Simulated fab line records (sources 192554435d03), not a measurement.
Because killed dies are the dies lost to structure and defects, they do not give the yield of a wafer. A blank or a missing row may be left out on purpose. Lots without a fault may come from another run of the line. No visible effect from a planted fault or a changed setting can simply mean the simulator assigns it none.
Which of the tools did it? ; flow n5 finfet ; 11 lots with 33 wafers sampled at 5 steps, on a route of 1938 steps

== WHAT EACH GAUGE READ, for each wafer ==
N5_PASSIVATION_CD_MEAS_10: target cd 3000 nm. Usual: cd nm 2999.8 nm, standard deviation 1.5.
lot;measured;on;cd nm (nm);flag
L422;day 13 15:47;cd sem-01;2998.7 2999.1 3000.3;
L428;day 14 19:19;cd sem-02;3000.1 2999.4 3000.9;
L427;day 15 00:04;cd sem-02;2998.7 3001.5 3001.3;
L432;day 16 00:41;cd sem-03;3000.0 3000.2 3003.6;
L434;day 16 09:28;cd sem-03;3001.2 2999.0 3001.3;
L437;day 16 13:57;cd sem-02;3000.4 2999.9 2999.9;
L438;day 17 19:23;cd sem-03;2999.3 2997.8 2999.1;
L440;day 17 22:02;cd sem-03;2994.0 2993.6 2999.9;
L444;day 19 03:04;cd sem-02;2998.3 2998.7 2998.0;
L443;day 19 03:07;cd sem-01;2996.5 2996.8 2993.8;
L445;day 20 04:27;cd sem-03;3001.5 3000.8 3000.5;

== WHAT TOOL EACH LOT RAN ON (gives the tool, then ch and the chambers of the sampled wafers, and finally the start) ==
lot;N5_MIM_BOT_SPUTTER_00;N5_MIM_TOP_ALD_00;N5_MIM_TOP_LITHO_DESCUM_10;N5_PASSIVATION_DEVELOP_09
L422;pvd sputter-03, day 13 10:50;ald hk-03 ch 0,2, day 13 10:56;rie diel-04 ch 0,2,3, day 13 12:36;litho track-05 ch 0, day 13 15:40
L428;pvd sputter-02, day 14 14:22;ald hk-01 ch 1,3, day 14 14:28;rie diel-03 ch 0,1,3, day 14 16:47;litho track-03 ch 0, day 14 19:13
L427;pvd sputter-02, day 14 17:23;ald hk-02 ch 1,2,3, day 14 17:27;rie diel-04 ch 0,2,3, day 14 20:16;litho track-01 ch 0, day 14 23:56
L432;pvd sputter-03, day 15 20:41;ald hk-02 ch 1,2, day 15 20:47;rie diel-01 ch 0,2, day 15 22:31;litho track-03 ch 0, day 16 00:34
L434;pvd sputter-02, day 16 03:11;ald hk-03 ch 0,1,3, day 16 03:17;rie diel-03 ch 0,1,2, day 16 05:09;litho track-01 ch 0, day 16 09:21
L437;pvd sputter-03, day 16 08:16;ald hk-03 ch 1,2,3, day 16 08:22;rie diel-01 ch 0,1,2, day 16 09:37;litho track-05 ch 0, day 16 13:50
L438;pvd sputter-03, day 17 12:48;ald hk-02 ch 2,3, day 17 12:54;rie diel-04 ch 0,1,2, day 17 16:44;litho track-01 ch 0, day 17 19:16
L440;pvd sputter-02, day 17 17:15;ald hk-03 ch 0,1, day 17 17:21;rie diel-03 ch 0,2, day 17 19:00;litho track-01 ch 0, day 17 21:56
L444;pvd sputter-03, day 18 21:44;ald hk-01 ch 0,2, day 18 21:50;rie diel-03 ch 0,1, day 18 23:17;litho track-03 ch 0, day 19 02:58
L443;pvd sputter-03, day 18 21:51;ald hk-03 ch 0,2,3, day 18 21:57;rie diel-03 ch 1,2, day 18 23:22;litho track-01 ch 0, day 19 02:59
L445;pvd sputter-03, day 19 22:41;ald hk-01 ch 2,3, day 19 22:47;rie diel-04 ch 0,1, day 20 00:23;litho track-05 ch 0, day 20 04:20
- N5_MIM_BOT_SPUTTER_00: material TiN, target thk 35 nm, time 89.7 s.
- N5_MIM_TOP_ALD_00: deposits Al2O3, purge time 3 s, co reactant pulse time 3 s.
- N5_MIM_TOP_LITHO_DESCUM_10: chemistry O2, time 7.9 s.
- N5_PASSIVATION_DEVELOP_09: develop time 60 s.

== WHAT THE TOOLS THEMSELVES READ (means of the sampled wafers that have a number; where no wafer has one, the mark that the record gives instead) ==
N5_MIM_BOT_SPUTTER_00. Usual: cathode dc power W 3000.0 W, standard deviation 0.56; throttle valve pct 30.4 %, standard deviation 0.59.
lot;tool;cathode dc power W (W);throttle valve pct (%);flag
L422;pvd sputter-03;3000.1;30.1;
L428;pvd sputter-02;3000.1;30.3;
L427;pvd sputter-02;2999.7;30.3;
L432;pvd sputter-03;3000.0;30.1;
L434;pvd sputter-02;3000.4;30.4;
L437;pvd sputter-03;2999.6;29.9;
L438;pvd sputter-03;2999.7;30.3;
L440;pvd sputter-02;3000.0;30.2;
L444;pvd sputter-03;2999.8;29.9;
L443;pvd sputter-03;3000.3;30.0;
L445;pvd sputter-03;3000.9;29.6;

N5_MIM_TOP_ALD_00. Usual: precursor pulse height rel 1.004, standard deviation 0.021.
lot;tool;precursor pulse height rel;flag
L422;ald hk-03;0.983;
L428;ald hk-01;1.008;
L427;ald hk-02;0.994;
L432;ald hk-02;0.991;
L434;ald hk-03;1.003;
L437;ald hk-03;1.002;
L438;ald hk-02;0.991;
L440;ald hk-03;0.998;
L444;ald hk-01;1.017;
L443;ald hk-03;1.015;
L445;ald hk-01;0.996;

N5_MIM_TOP_LITHO_DESCUM_10. Usual: drypump motor current A 5.6 A, standard deviation 0.5; oes product au 0.82 a.u., standard deviation 0.063; rf vpp V 243.9 V, standard deviation 1.4; showerhead plenum p Torr 2.14 Torr, standard deviation 0.075; throttle valve pct 20.39 %, standard deviation 0.12.
lot;tool;drypump motor current A (A);oes product au (a.u.);rf vpp V (V);showerhead plenum p Torr (Torr);throttle valve pct (%);flag
L422;rie diel-04;5.8;0.83;243.7;2.11;20.36;
L428;rie diel-03;5.6;0.78;243.6;2.12;20.46;
L427;rie diel-04;5.8;0.81;243.6;2.11;20.38;
L432;rie diel-01;5.6;0.78;243.2;2.13;20.41;
L434;rie diel-03;5.8;0.86;244.3;2.15;20.27;
L437;rie diel-01;5.4;0.79;244.5;2.17;20.42;
L438;rie diel-04;5.5;0.77;243.4;2.10;20.33;
L440;rie diel-03;5.3;0.90;244.4;2.15;20.21;
L444;rie diel-03;6.2;0.79;243.8;2.13;20.39;
L443;rie diel-03;5.7;0.86;244.7;2.21;20.32;
L445;rie diel-04;5.1;0.78;243.9;2.14;20.30;

== THE ANSWER, worked out from the rows above alone ==
Rule: a lot is off if the mean of its wafers that have a number lies more than 3 standard deviations from the usual mean. Also off: a lot with no number at a reading for which 4 or more lots have one. All remaining lots with rows at the step are treated as sound. First the gauges in route order, then the tools' own readings, where a lot's mean is used as printed above. At the first step where some lot is off, the reading lying furthest off is the one used; lots without a number count as furthest.
Across all readings shown, no lot is off: no conclusion can be drawn from this.

== WHAT THE SIMULATOR PUT IN ==
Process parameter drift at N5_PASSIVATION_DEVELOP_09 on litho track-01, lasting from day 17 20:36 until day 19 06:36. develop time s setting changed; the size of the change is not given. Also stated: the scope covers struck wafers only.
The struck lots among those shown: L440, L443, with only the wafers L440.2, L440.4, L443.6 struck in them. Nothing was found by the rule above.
